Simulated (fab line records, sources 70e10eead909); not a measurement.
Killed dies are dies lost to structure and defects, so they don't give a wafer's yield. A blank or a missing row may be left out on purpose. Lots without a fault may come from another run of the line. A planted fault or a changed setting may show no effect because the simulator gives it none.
fab line records | flow nand_harc
record lots=24 wafers=72 last_day=25
route steps=1159 shown P_GATE@205 P_CONTACT@236 P_M0@268
lots that met no fault: from a run of the same line without faults
start_h: hours from the record's first day to the start of the lot's first wafer shown | wait_h: hours since the lot's step before | " the same as in the row above | L1.1+2: a row that stands for several wafers | - no value, or no start given | * or withheld: withheld | < > ~ a bound
route shown NAME@n: a module of which the file shows steps, and the number in the route of the first | usual: mean/standard deviation of fault-free wafers | same: alike in all rows | chamber/n: place in a boat | sites: the reading at each site | _std_site: their standard deviation | _edge_site: outer sites' mean less inner sites' | radius_mm: how far each site lies from the wafer's centre | mask NAME#n: copy n | behind: the tool/chamber that last shaped the wafer | hold: why the lot was held/for how many hours/how that ended | device: the transistor (n, p or np) that didn't switch | end of line: the same wafers' tests at the end of the route | a step without rows: its recipe alone | killed: dies lost to structure and defects at the first sort, not the wafer's yield | map: a wafer's dies, x killed, . not, _ none there
set.NAME: the setting as run; set.NAME@STEP: as run at that earlier step | model.NAME: the simulator's own value behind a step, which no gauge read
steps of the route over a sample of lots; a table a step, a row a wafer
services: from which hour (start_h, from the record's first day; less than 0 if before it) a tool's chamber was out of use, for how many hours, and why
## steps
# step NHARC_P_GATE_STRIP_95
# recipe power_w=1500 temp_c=250 chemistry=O2
# usual drypump_motor_current_A=5.58/0.18 heater_power_w=335/14
# columns lot.wafer tool chamber start_h wait_h drypump_motor_current_A heater_power_w rf_hours_counter_h
L074.2 plasma_asher-02 0 104.43 0.5 5.41 330 35
L074.3 " 0 " " 5.41 331 -
L074.5 " 0 " " 5.41 317 -
L075.2 plasma_asher-02 0 111.26 0.6 5.43 331 38
L075.3 " 0 " " 5.45 331 -
L075.4 " 1 " " 5.73 348 -
L076.4 plasma_asher-02 0 120.02 0.3 5.44 330 -
L076.5 " 1 " " 5.74 353 -
L076.6 " 0 " " 5.44 326 -
L077.1 plasma_asher-02 0 120.79 0.5 5.42 327 41
L077.4 " 0 " " 5.39 326 -
L077.6 " 0 " " 5.42 321 -
L079.1 plasma_asher-02 1 134.59 0.5 5.75 346 45
L079.3 " 1 " " 5.75 346 -
L079.6 " 1 " " 5.74 352 -
L078.2 plasma_asher-01 0 134.70 0.6 5.38 344 8
L078.3 " 1 " " 5.77 310 -
L078.6 " 0 " " 5.42 346 -
L082.3 plasma_asher-01 0 152.23 0.3 5.35 340 -
L082.6 " 1 " " 5.78 313 -
L082.5 " 0 " " 5.38 341 -
L081.2 plasma_asher-02 1 152.79 0.6 5.73 356 52
L081.4 " 1 " " 5.74 342 -
L081.5 " 0 " " 5.41 334 -
L080.2 plasma_asher-02 1 153.55 0.6 5.73 343 52
L080.3 " 1 " " 5.73 346 -
L080.4 " 0 " " 5.40 324 -
L083.1 plasma_asher-02 1 160.85 0.6 5.73 359 54
L083.6 " 1 " " 5.74 358 -
L083.5 " 0 " " 5.44 321 -
L085.2 plasma_asher-02 0 169.41 0.5 5.42 326 56
L085.3 " 1 " " 5.74 348 -
L085.4 " 0 " " 5.43 327 -
L084.4 plasma_asher-01 0 172.41 0.3 5.34 338 -
L084.5 " 1 " " 5.80 322 -
L084.6 " 0 " " 5.32 344 -
L086.2 plasma_asher-01 1 186.75 0.6 5.77 310 26
L086.1 " 0 " " 5.36 348 26
L086.4 " 0 " " 5.38 339 -
L087.1 plasma_asher-01 0 188.68 0.5 5.39 334 28
L087.4 " 0 " " 5.38 338 -
L087.5 " 0 " " 5.36 337 -
L089.4 plasma_asher-02 0 193.10 0.4 5.45 347 -
L089.3 " 1 " " 5.74 340 -
L089.5 " 0 " " 5.42 341 -
L088.2 plasma_asher-01 1 194.08 0.6 5.76 308 32
L088.4 " 1 " " 5.77 320 -
L088.3 " 0 " " 5.38 335 -
L091.1 plasma_asher-02 1 199.75 0.6 5.73 347 3
L091.4 " 1 " " 5.73 343 -
L091.3 " 0 " " 5.44 344 -
L090.1 plasma_asher-01 0 200.38 0.5 5.36 346 35
L090.6 " 1 " " 5.75 317 -
L090.5 " 0 " " 5.37 334 -
L092.2 plasma_asher-02 0 214.27 0.6 5.40 342 7
L092.1 " 1 " " 5.73 331 7
L092.5 " 1 " " 5.73 352 -
L093.1 plasma_asher-01 0 214.39 0.6 5.35 341 38
L093.4 " 1 " " 5.78 318 -
L093.6 " 0 " " 5.39 339 -
L094.2 plasma_asher-01 0 227.51 0.5 5.40 331 43
L094.3 " 1 " " 5.75 315 -
L094.4 " 0 " " 5.41 342 -
L095.1 plasma_asher-02 0 228.14 0.6 5.45 348 12
L095.2 " 1 " " 5.75 342 12
L095.4 " 1 " " 5.75 330 -
L097.3 plasma_asher-01 1 238.47 0.3 5.79 316 -
L097.5 " 0 " " 5.35 345 -
L097.6 " 1 " " 5.79 319 -
L096.1 plasma_asher-02 1 239.17 0.5 5.72 340 16
L096.4 " 0 " " 5.45 353 -
L096.3 " 1 " " 5.74 346 -
# step NHARC_P_CONTACT_ETCH_35
# recipe target_depth_a=390 over_etch_frac=0.3 time_s=65 ion_energy_ev=80 cf4_flow_sccm=150 ar_flow_sccm=0 rf_w=300 bias_w=100 chemistry=CF4
# usual chamber_pressure_mTorr=49.99/0.052 drypump_motor_current_A=5.8/0.32 oes_product_au=0.999/0.01 rf_vpp_V=151.6/1.2 showerhead_plenum_p_Torr=1.79/0.075 throttle_valve_pct=13.284/0.0094
# columns lot.wafer tool chamber start_h wait_h chamber_pressure_mTorr drypump_motor_current_A oes_product_au rf_hours_counter_h rf_vpp_V showerhead_plenum_p_Torr throttle_valve_pct
L074.3 rie_diel-13 0 108.58 0.1 49.95 5.8 1.018 0 152.5 1.87 13.286
L074.2 " 1 " " 49.99 6.0 0.986 0 149.5 1.69 13.292
L074.5 " 0 " " 49.96 5.8 1.008 - 152.4 1.87 13.277
L075.2 rie_diel-13 0 115.02 0.1 49.97 5.8 1.015 1 151.5 1.87 13.274
L075.3 " 1 " " 49.94 6.0 0.989 1 149.7 1.69 13.288
L075.4 " 1 " " 50.03 6.0 0.984 - 149.4 1.69 13.274
L076.4 rie_diel-01 1 123.83 0.1 50.05 6.1 0.988 14 153.3 1.88 13.275
L076.6 " 0 " " 50.01 5.9 1.004 - 151.3 1.74 13.282
L076.5 " 1 " " 50.05 6.1 0.982 - 152.6 1.88 13.289
L077.1 rie_diel-13 1 124.72 0.1 49.90 6.0 0.977 3 149.9 1.69 13.294
L077.4 " 2 " " 49.98 6.1 1.021 1 151.5 1.84 13.275
L077.6 " 3 " " 50.06 5.6 0.997 - 152.9 1.81 13.282
L079.3 rie_diel-04 2 138.24 0.1 49.98 5.9 0.997 7 151.7 1.78 13.274
L079.1 " 0 " " 49.95 6.2 0.990 7 151.2 1.84 13.272
L079.6 " 3 " " 50.01 5.9 0.994 - 149.9 1.81 13.270
L078.2 rie_diel-13 0 138.70 0.1 49.99 5.8 1.011 4 153.1 1.87 13.282
L078.3 " 1 " " 50.04 6.0 0.979 4 151.8 1.69 13.289
L078.6 " 2 " " 49.91 6.1 0.999 - 151.0 1.84 13.273
L082.3 rie_diel-13 1 155.92 0.1 49.77 6.0 0.987 6 152.0 1.69 13.299
L082.6 " 1 " " 50.02 6.0 0.991 - 148.6 1.69 13.292
L082.5 " 2 " " 49.97 6.0 1.002 - 151.8 1.84 13.291
L081.2 rie_diel-04 1 156.41 0.1 49.95 5.9 1.004 16 149.1 1.68 13.292
L081.4 " 3 " " 50.04 5.9 0.991 13 152.0 1.81 13.303
L081.5 " 1 " " 49.99 5.9 1.012 - 148.5 1.68 13.288
L080.2 rie_diel-01 3 157.25 0.1 50.01 5.4 0.988 1 152.9 1.87 13.291
L080.4 " 0 " " 50.02 5.9 1.008 1 151.1 1.74 13.287
L080.3 " 1 " " 49.94 6.1 0.996 1 152.7 1.88 13.288
L083.1 rie_diel-01 3 164.59 0.1 50.09 5.5 0.985 2 152.6 1.87 13.277
L083.6 " 2 " " 50.00 5.2 0.997 - 151.3 1.68 13.294
L083.5 " 3 " " 50.09 5.5 0.991 - 152.7 1.87 13.275
L085.3 rie_diel-01 0 173.04 0.1 49.99 5.9 1.013 2 150.6 1.74 13.286
L085.4 " 1 " " 50.03 6.1 0.999 3 153.0 1.88 13.296
L085.2 " 2 " " 50.01 5.1 0.992 3 149.5 1.68 13.292
L084.4 rie_diel-04 0 176.35 0.1 50.02 6.3 1.006 20 153.2 1.84 13.293
L084.6 " 2 " " 49.89 5.9 1.014 - 150.1 1.77 13.293
L084.5 " 3 " " 49.92 5.9 0.998 - 152.4 1.81 13.300
L086.2 rie_diel-01 2 190.47 0.1 50.06 5.1 0.995 5 150.5 1.68 13.288
L086.1 " 3 " " 49.97 5.5 0.993 4 151.5 1.87 13.270
L086.4 " 0 " " 50.06 5.9 1.011 3 150.8 1.74 13.273
L087.4 rie_diel-01 0 192.37 0.1 49.92 5.8 1.015 4 151.5 1.74 13.283
L087.1 " 1 " " 50.00 6.1 1.001 5 152.0 1.88 13.291
L087.5 " 0 " " 49.95 5.8 1.011 - 151.1 1.74 13.275
L089.3 rie_diel-13 0 196.79 0.1 49.92 5.8 1.008 8 151.1 1.87 13.276
L089.4 " 1 " " 50.01 6.0 1.007 9 150.6 1.69 13.277
L089.5 " 3 " " 50.07 5.6 1.001 - 151.7 1.81 13.290
L088.4 rie_diel-04 3 197.79 0.1 50.02 5.9 0.988 28 152.6 1.81 13.276
L088.2 " 0 " " 49.87 6.3 0.992 29 151.7 1.84 13.296
L088.3 " 1 " " 50.02 5.9 0.999 32 148.5 1.67 13.286
L091.4 rie_diel-01 3 203.54 0.1 49.97 5.5 0.982 6 153.9 1.87 13.286
L091.3 " 0 " " 49.96 5.9 1.009 5 150.2 1.74 13.288
L091.1 " 1 " " 50.08 6.1 1.003 6 152.3 1.88 13.296
L090.1 rie_diel-04 0 204.22 0.2 50.00 6.3 1.006 32 152.0 1.84 13.279
L090.5 " 2 " " 50.04 6.0 0.999 - 152.2 1.77 13.290
L090.6 " 1 " " 49.98 5.9 1.007 - 149.9 1.67 13.275
L092.2 rie_diel-01 1 218.20 0.1 49.99 6.1 1.006 7 151.6 1.88 13.291
L092.1 " 0 " " 49.91 5.9 1.000 6 150.7 1.74 13.268
L092.5 " 1 " " 49.98 6.1 1.011 - 154.1 1.88 13.262
L093.1 rie_diel-13 1 218.40 0.1 50.02 6.0 0.983 11 150.3 1.69 13.297
L093.4 " 3 " " 50.02 5.6 1.007 - 151.5 1.81 13.290
L093.6 " 0 " " 49.99 5.8 1.006 - 150.8 1.87 13.270
L094.3 rie_diel-13 0 231.81 0.1 50.04 5.8 1.010 13 152.5 1.87 13.278
L094.2 " 1 " " 50.00 6.0 0.995 13 150.8 1.69 13.284
L094.4 " 0 " " 50.02 5.8 1.021 - 153.1 1.87 13.286
L095.1 rie_diel-01 2 232.39 0.1 50.08 5.1 0.986 10 151.0 1.68 13.285
L095.4 " 3 " " 50.08 5.5 0.980 8 152.9 1.87 13.285
L095.2 " 1 " " 50.00 6.1 1.009 9 153.1 1.88 13.251
L097.3 rie_diel-01 1 242.00 0.1 50.04 6.1 1.019 10 153.4 1.88 13.275
L097.5 " 1 " " 49.97 6.1 1.006 - 153.0 1.88 13.296
L097.6 " 2 " " 50.01 5.1 0.994 - 148.5 1.68 13.297
L096.4 rie_diel-01 0 243.15 0.1 49.95 5.9 1.016 9 151.7 1.74 13.287
L096.3 " 1 " " 50.05 6.1 1.009 11 151.8 1.88 13.283
L096.1 " 2 " " 49.99 5.2 0.994 11 150.5 1.68 13.283
# step NHARC_P_M0_ETCH_15
# recipe target_depth_a=1500 overetch_a=150 time_s=82.5 c4f8_flow_sccm=withheld ar_flow_sccm=400 rf_w=600 bias_w=300 chemistry=C4F8/Ar
# usual chamber_pressure_mTorr=25.002/0.026 oes_product_au=0.950/0.023 rf_vpp_V=439.9/2.5
# columns lot.wafer tool chamber start_h wait_h chamber_pressure_mTorr oes_product_au rf_hours_counter_h rf_vpp_V
L074.3 rie_diel-12 3 - - 25.055 0.956 4 438.6
L074.2 " 0 " " 25.003 0.971 4 439.0
L074.5 " 2 " " 24.966 0.970 - 442.3
L075.3 rie_diel-11 3 - - 25.025 0.959 9 442.8
L075.2 " 1 " " 24.948 0.950 10 444.7
L075.4 " 2 " " 25.045 0.971 - 438.0
L076.5 rie_diel-11 2 - - 24.991 0.950 - 437.9
L076.4 " 3 " " 24.988 0.942 - 441.8
L076.6 " 1 " " 25.000 0.942 - 445.5
L077.1 rie_diel-12 1 - - 25.083 0.924 5 437.3
L077.4 " 0 " " 25.028 0.936 5 438.5
L077.6 " 1 " " 24.962 0.936 - 436.0
L079.3 rie_diel-12 2 - - 25.012 0.933 6 440.8
L079.1 " 1 " " 25.025 0.921 7 436.5
L079.6 " 3 " " 25.000 0.929 - 439.6
L078.3 rie_diel-12 3 - - 25.010 0.929 6 438.0
L078.2 " 0 " " 25.035 0.917 6 438.3
L078.6 " 2 " " 24.989 0.937 - 440.5
L082.3 rie_diel-03 3 - - 25.003 0.924 8 437.5
L082.5 " 1 " " 24.993 0.918 - 443.9
L082.6 " 3 " " 24.966 0.918 - 438.4
L081.2 rie_diel-12 0 - - 24.981 0.916 7 439.4
L081.4 " 1 " " 25.014 0.916 7 436.3
L081.5 " 1 " " 25.010 0.924 - 437.8
L080.3 rie_diel-03 1 - - 25.014 0.911 8 441.4
L080.2 " 3 " " 25.009 0.928 8 440.4
L080.4 " 0 " " 24.995 0.918 - 439.9
L083.1 rie_diel-11 1 - - 24.979 0.924 13 444.0
L083.6 " 3 " " 25.032 0.926 - 441.0
L083.5 " 0 " " 25.022 0.936 - 439.4
L085.3 rie_diel-11 3 - - 25.019 0.975 13 442.8
L085.2 " 0 " " 25.000 0.978 7 438.4
L085.4 " 2 " " 24.999 0.978 13 437.7
L084.4 rie_diel-11 1 - - 24.991 0.978 14 444.8
L084.5 " 0 " " 24.970 0.997 - 437.5
L084.6 " 1 " " 25.016 0.978 - 444.3
L086.1 rie_diel-12 2 - - 24.990 0.931 9 440.3
L086.2 " 3 " " 25.040 0.919 9 439.9
L086.4 " 1 " " 24.966 0.921 10 435.6
L087.4 rie_diel-12 2 - - 25.039 0.931 10 440.3
L087.1 " 0 " " 24.978 0.924 10 438.5
L087.5 " 2 " " 24.994 0.931 - 439.8
L089.3 rie_diel-11 1 - - 25.037 0.993 1 446.1
L089.4 " 3 " " 24.949 0.966 0 440.3
L089.5 " 1 " " 24.966 0.988 - 444.6
L088.4 rie_diel-11 1 - - 25.003 0.966 1 445.4
L088.3 " 3 " " 25.028 0.972 0 441.6
L088.2 " 0 " " 24.963 0.964 1 437.9
L091.1 rie_diel-11 3 - - 25.052 0.962 1 440.6
L091.4 " 0 " " 24.994 0.987 1 439.7
L091.3 " 1 " " 25.002 0.990 1 445.1
L090.1 rie_diel-12 1 - - 24.979 0.942 1 437.6
L090.5 " 1 " " 25.007 0.948 - 437.8
L090.6 " 3 " " 24.979 0.956 - 439.0
L092.1 rie_diel-12 1 - - 24.983 0.947 2 438.2
L092.2 " 2 " " 24.990 0.959 2 440.9
L092.5 " 1 " " 25.037 0.944 - 436.2
L093.4 rie_diel-12 0 - - 24.990 0.958 0 438.0
L093.1 " 1 " " 25.049 0.940 2 436.5
L093.6 " 1 " " 25.006 0.954 - 436.3
L094.2 rie_diel-11 0 - - 25.009 0.974 2 437.7
L094.4 " 1 " " 25.032 0.987 2 445.7
L094.3 " 3 " " 25.046 0.966 2 443.1
L095.4 rie_diel-11 3 - - 25.013 0.976 2 443.2
L095.2 " 0 " " 25.035 0.968 2 437.8
L095.1 " 2 " " 25.030 0.951 3 439.8
L097.3 rie_diel-03 2 - - 25.023 0.989 2 437.5
L097.6 " 0 " " 25.009 0.968 - 441.2
L097.5 " 1 " " 25.056 0.975 - 440.3
L096.4 rie_diel-03 1 - - 24.998 0.924 2 442.7
L096.3 " 2 " " 25.012 0.939 2 437.0
L096.1 " 3 " " 25.047 0.968 2 438.4
# step NHARC_P_M0_STRIP_18
# recipe power_w=1000 n2_flow_sccm=150 h2_flow_sccm=150 ar_flow_sccm=0 bias_w=0 chemistry=N2/H2
# usual chamber_pressure_mTorr=30.002/0.029 drypump_motor_current_A=5.6/0.5 oes_product_au=0.999/0.011 rf_vpp_V=90.5/0.95 showerhead_plenum_p_Torr=2.00/0.082 throttle_valve_pct=14.171/0.0099
# columns lot.wafer tool chamber start_h wait_h chamber_pressure_mTorr drypump_motor_current_A oes_product_au rf_hours_counter_h rf_vpp_V showerhead_plenum_p_Torr throttle_valve_pct
L074.3 rie_diel-03 1 113.23 0.1 29.975 5.5 0.990 4 90.9 2.07 14.179
L074.2 " 2 " " 29.947 6.4 0.995 4 90.8 1.90 14.152
L074.5 " 1 " " 29.979 5.5 0.990 - 91.2 2.07 14.186
L075.2 rie_diel-12 1 134.48 0.1 30.030 5.6 0.989 5 89.9 1.90 14.169
L075.3 " 3 " " 29.973 5.8 1.013 5 89.4 1.98 14.155
L075.4 " 0 " " 29.998 5.8 0.997 5 91.7 1.95 14.169
L076.4 rie_diel-03 1 135.51 0.1 30.051 5.5 0.998 7 90.7 2.07 14.151
L076.6 " 3 " " 29.973 5.0 0.999 - 89.1 1.94 14.179
L076.5 " 0 " " 30.012 5.9 0.983 - 90.7 2.02 14.175
L077.1 rie_diel-11 1 135.61 0.1 30.020 5.0 1.005 10 89.4 2.19 14.160
L077.6 " 2 " " 29.989 6.2 1.017 - 90.9 1.93 14.180
L077.4 " 3 " " 30.053 5.6 0.997 - 90.2 2.07 14.180
L079.3 rie_diel-11 3 146.53 0.1 30.025 5.6 1.008 12 91.2 2.07 14.155
L079.1 " 1 " " 30.009 5.0 0.993 12 92.3 2.19 14.170
L079.6 " 3 " " 29.946 5.6 1.017 - 90.1 2.07 14.176
L078.2 rie_diel-03 3 146.95 0.1 30.003 5.0 1.012 6 90.0 1.94 14.165
L078.3 " 0 " " 29.973 5.9 0.990 7 90.2 2.02 14.177
L078.6 " 3 " " 30.001 5.0 0.994 - 91.0 1.94 14.164
L082.3 rie_diel-11 3 162.87 0.1 29.999 5.6 1.001 12 91.7 2.07 14.161
L082.6 " 2 " " 29.968 6.1 1.002 - 91.0 1.93 14.171
L082.5 " 3 " " 29.961 5.6 1.005 - 88.8 2.07 14.173
L081.2 rie_diel-11 2 163.41 0.1 30.006 6.2 1.012 13 90.8 1.93 14.175
L081.4 " 3 " " 30.017 5.6 1.001 12 90.5 2.07 14.180
L081.5 " 2 " " 29.998 6.2 1.002 - 90.0 1.93 14.169
L080.4 rie_diel-12 3 164.32 0.1 30.034 5.8 1.000 6 91.3 1.97 14.181
L080.2 " 0 " " 30.032 5.8 0.995 7 89.5 1.95 14.180
L080.3 " 1 " " 29.990 5.7 0.996 7 88.5 1.90 14.183
L083.1 rie_diel-03 3 171.28 0.1 29.976 5.0 1.008 9 90.8 1.94 14.185
L083.5 " 1 " " 29.980 5.5 0.978 - 91.6 2.07 14.175
L083.6 " 3 " " 30.039 5.0 0.991 - 90.8 1.94 14.179
L085.3 rie_diel-03 0 177.42 0.1 30.001 5.9 0.999 9 88.4 2.02 14.163
L085.2 " 1 " " 30.029 5.5 0.983 9 90.1 2.07 14.171
L085.4 " 2 " " 29.950 6.4 0.991 6 89.2 1.90 14.180
L084.4 rie_diel-03 1 183.39 0.1 30.003 5.5 0.976 10 90.2 2.07 14.163
L084.5 " 2 " " 30.049 6.4 0.970 - 90.5 1.90 14.169
L084.6 " 3 " " 30.032 5.0 0.992 - 91.0 1.94 14.157
L086.1 rie_diel-03 1 195.12 0.1 29.982 5.5 0.988 10 92.2 2.07 14.168
L086.4 " 2 " " 30.003 6.4 0.975 7 89.7 1.90 14.178
L086.2 " 0 " " 30.020 5.9 0.989 11 88.5 2.02 14.186
L087.1 rie_diel-12 3 197.17 0.1 29.984 5.8 1.016 9 89.9 1.97 14.180
L087.4 " 1 " " 30.013 5.7 0.996 10 89.2 1.90 14.174
L087.5 " 2 " " 29.984 5.6 1.024 - 90.2 2.05 14.172
L089.3 rie_diel-03 1 208.62 0.1 29.960 5.5 0.997 11 89.8 2.07 14.163
L089.4 " 3 " " 30.053 5.0 0.993 11 89.1 1.94 14.170
L089.5 " 1 " " 29.993 5.5 0.995 - 91.7 2.07 14.165
L088.2 rie_diel-11 2 209.14 0.1 29.941 6.2 0.996 0 89.4 1.93 14.167
L088.4 " 0 " " 29.989 4.7 1.000 1 89.1 1.94 14.176
L088.3 " 1 " " 29.989 5.0 0.994 1 91.0 2.19 14.166
L091.4 rie_diel-11 1 218.32 0.1 30.033 5.0 1.003 1 92.3 2.19 14.173
L091.3 " 2 " " 30.000 6.2 1.011 1 91.7 1.93 14.160
L091.1 " 3 " " 29.988 5.7 1.005 1 89.0 2.07 14.175
L090.1 rie_diel-12 2 218.55 0.1 29.973 5.7 1.003 1 90.8 2.05 14.182
L090.5 " 3 " " 29.980 5.8 0.997 - 90.4 1.97 14.179
L090.6 " 2 " " 29.990 5.6 1.002 - 91.2 2.05 14.189
L092.1 rie_diel-11 3 223.31 0.1 30.048 5.6 0.990 2 91.1 2.07 14.163
L092.2 " 1 " " 29.971 5.0 1.009 2 92.6 2.19 14.190
L092.5 " 0 " " 29.945 4.7 1.006 - 90.3 1.94 14.166
L093.4 rie_diel-03 3 227.16 0.1 30.036 5.0 1.002 0 89.7 1.94 14.172
L093.1 " 0 " " 29.975 5.9 0.994 0 90.2 2.02 14.159
L093.6 " 3 " " 29.945 5.0 1.011 - 90.2 1.94 14.170
L094.2 rie_diel-03 0 236.69 0.1 30.022 5.9 0.993 1 91.5 2.01 14.158
L094.4 " 1 " " 29.951 5.5 1.001 1 90.8 2.07 14.203
L094.3 " 3 " " 29.987 5.0 1.018 2 89.1 1.94 14.159
L095.4 rie_diel-03 3 237.25 0.1 29.983 5.0 1.010 2 90.0 1.94 14.167
L095.2 " 0 " " 30.002 5.9 1.002 1 90.8 2.02 14.196
L095.1 " 1 " " 30.008 5.5 0.986 1 91.5 2.07 14.175
L097.3 rie_diel-11 0 247.90 0.1 30.009 4.7 1.019 3 90.5 1.94 14.173
L097.5 " 0 " " 30.022 4.7 1.001 - 89.6 1.94 14.181
L097.6 " 1 " " 30.039 5.0 1.013 - 91.0 2.19 14.163
L096.1 rie_diel-12 2 254.23 0.1 30.003 5.6 1.000 2 90.9 2.05 14.164
L096.3 " 3 " " 30.044 5.8 0.988 2 90.8 1.97 14.158
L096.4 " 0 " " 29.988 5.8 0.990 1 90.5 1.95 14.177
# step NHARC_P_M0_PVD_21
# recipe target_thk_a=300 chamber_pressure_pa=5 power_w=5000 substrate_temp_c=30 time_s=20.49 material=Cu
# usual throttle_valve_pct=30.1/0.98
# columns lot.wafer tool chamber start_h wait_h throttle_valve_pct
L074.2 pvd_sputter-02 - - - 30.8
L074.3 " - " " 29.2
L074.5 " - " " 30.8
L075.3 pvd_sputter-01 - - - 30.7
L075.2 " - " " 29.5
L075.4 " - " " 31.5
L076.4 pvd_sputter-03 - - - 29.0
L076.5 " - " " 30.5
L076.6 " - " " 28.9
L077.1 pvd_sputter-01 - - - 29.3
L077.4 " - " " 31.2
L077.6 " - " " 31.5
L079.3 pvd_sputter-01 - - - 29.2
L079.1 " - " " 30.7
L079.6 " - " " 29.1
L078.3 pvd_sputter-02 - - - 30.9
L078.2 " - " " 29.3
L078.6 " - " " 28.4
L082.3 pvd_sputter-02 - - - 30.8
L082.6 " - " " 29.3
L082.5 " - " " 29.8
L081.2 pvd_sputter-02 - - - 28.4
L081.4 " - " " 30.1
L081.5 " - " " 30.7
L080.3 pvd_sputter-02 - - - 30.8
L080.2 " - " " 29.4
L080.4 " - " " 30.1
L083.1 pvd_sputter-02 - - - 29.3
L083.6 " - " " 30.1
L083.5 " - " " 30.7
L085.2 pvd_sputter-02 - - - 28.6
L085.4 " - " " 29.3
L085.3 " - " " 30.6
L084.4 pvd_sputter-03 - - - 30.4
L084.5 " - " " 29.7
L084.6 " - " " 31.5
L086.1 pvd_sputter-01 - - - 30.0
L086.2 " - " " 32.1
L086.4 " - " " 30.2
L087.4 pvd_sputter-02 - - - 28.4
L087.1 " - " " 30.1
L087.5 " - " " 30.5
L089.4 pvd_sputter-01 - - - 31.9
L089.3 " - " " 30.1
L089.5 " - " " 32.0
L088.2 pvd_sputter-02 - - - 29.9
L088.4 " - " " 30.7
L088.3 " - " " 28.7
L091.1 pvd_sputter-01 - - - 29.9
L091.4 " - " " 30.4
L091.3 " - " " 32.2
L090.1 pvd_sputter-03 - - - 30.0
L090.6 " - " " 29.1
L090.5 " - " " 29.7
L092.2 pvd_sputter-01 - - - 30.2
L092.1 " - " " 30.7
L092.5 " - " " 30.1
L093.4 pvd_sputter-02 - - - 30.3
L093.1 " - " " 28.4
L093.6 " - " " 30.1
L094.4 pvd_sputter-03 - - - 31.7
L094.2 " - " " 30.6
L094.3 " - " " 29.9
L095.2 pvd_sputter-02 - - - 30.4
L095.1 " - " " 28.3
L095.4 " - " " 29.5
L097.3 pvd_sputter-02 - - - 30.7
L097.5 " - " " 28.2
L097.6 " - " " 29.3
L096.4 pvd_sputter-01 - - - 30.0
L096.1 " - " " 30.7
L096.3 " - " " 32.0
# step NHARC_P_M0_THK_MEAS_24
# recipe thk_meas_gauge=xrf
# usual thk_nm=117.4/1.7
# columns lot.wafer tool chamber start_h wait_h thk_nm
L074.2 film_metro-01 - 115.18 - 116.3
L074.3 " - " " 119.7
L074.5 " - " " 120.2
L075.2 film_metro-02 - 136.45 - 117.9
L075.3 " - " " 119.3
L075.4 " - " " 115.9
L076.4 film_metro-01 - 137.41 - 114.3
L076.5 " - " " 116.4
L076.6 " - " " 116.1
L077.1 film_metro-01 - 137.61 - 116.2
L077.4 " - " " 116.8
L077.6 " - " " 114.7
L079.1 film_metro-01 - 148.52 - 116.1
L079.3 " - " " 118.4
L079.6 " - " " 119.6
L078.2 film_metro-01 - 149.00 - 118.8
L078.3 " - " " 117.2
L078.6 " - " " 117.6
L082.3 film_metro-01 - 164.84 - 117.3
L082.5 " - " " 118.8
L082.6 " - " " 118.9
L081.2 film_metro-02 - 165.37 - 118.0
L081.4 " - " " 115.9
L081.5 " - " " 118.7
L080.2 film_metro-02 - 166.30 - 118.1
L080.3 " - " " 116.3
L080.4 " - " " 115.4
L083.1 film_metro-02 - 173.40 - 116.8
L083.5 " - " " 116.5
L083.6 " - " " 118.4
L085.2 film_metro-02 - 179.45 - 120.1
L085.3 " - " " 119.9
L085.4 " - " " 118.8
L084.4 film_metro-01 - 185.25 - 114.9
L084.5 " - " " 117.5
L084.6 " - " " 117.2
L086.1 film_metro-01 - 197.11 - 118.8
L086.2 " - " " 112.3
L086.4 " - " " 115.2
L087.1 film_metro-02 - 199.13 - 118.5
L087.4 " - " " 118.2
L087.5 " - " " 116.9
L089.3 film_metro-01 - 210.58 - 115.8
L089.4 " - " " 116.8
L089.5 " - " " 117.3
L088.2 film_metro-02 - 211.11 - 120.3
L088.3 " - " " 117.8
L088.4 " - " " 120.3
L091.1 film_metro-02 - 220.23 - 117.9
L091.3 " - " " 118.0
L091.4 " - " " 118.1
L090.1 film_metro-02 - 220.48 - 121.0
L090.5 " - " " 118.4
L090.6 " - " " 120.0
L092.1 film_metro-01 - 225.25 - 115.8
L092.2 " - " " 114.6
L092.5 " - " " 118.9
L093.1 film_metro-01 - 229.13 - 116.9
L093.4 " - " " 115.7
L093.6 " - " " 113.8
L094.2 film_metro-01 - 238.63 - 117.2
L094.3 " - " " 114.7
L094.4 " - " " 117.2
L095.1 film_metro-02 - 239.16 - 118.3
L095.2 " - " " 118.5
L095.4 " - " " 118.2
L097.3 film_metro-02 - 249.90 - 117.1
L097.5 " - " " 115.3
L097.6 " - " " 116.0
L096.1 film_metro-01 - 256.16 - 117.9
L096.3 " - " " 117.9
L096.4 " - " " 115.3
## services
# columns tool chamber start_h hours kind
rie_diel-11 0 89.98 48.8 repair
plasma_asher-01 - 94.30 4.7 repair
rie_diel-13 - 99.00 9.0 pm
rie_diel-01 0 99.39 9.0 repair
rie_diel-04 - 111.90 9.0 pm
pvd_sputter-01 - 116.01 2.6 repair
rie_diel-03 2 136.49 35.1 repair
rie_diel-01 - 137.80 9.0 pm
rie_diel-13 1 167.23 4.1 repair
pvd_sputter-01 - 168.67 3.5 repair
rie_diel-12 - 170.94 0.3 repair
rie_diel-13 0 176.22 11.7 repair
pvd_sputter-02 - 180.01 1.7 repair
plasma_asher-02 - 183.00 9.0 pm
rie_diel-11 - 189.50 9.0 pm
rie_diel-12 2 190.52 3.6 repair
rie_diel-12 - 204.29 9.0 pm
pvd_sputter-02 - 214.05 10.0 pm
rie_diel-13 2 214.62 8.7 repair
rie_diel-03 - 215.33 9.0 pm
rie_diel-13 3 230.93 6.9 repair
rie_diel-12 0 236.47 2.1 repair
pvd_sputter-01 - 240.31 0.9 repair
pvd_sputter-01 - 248.36 5.1 repair
## key
fault none
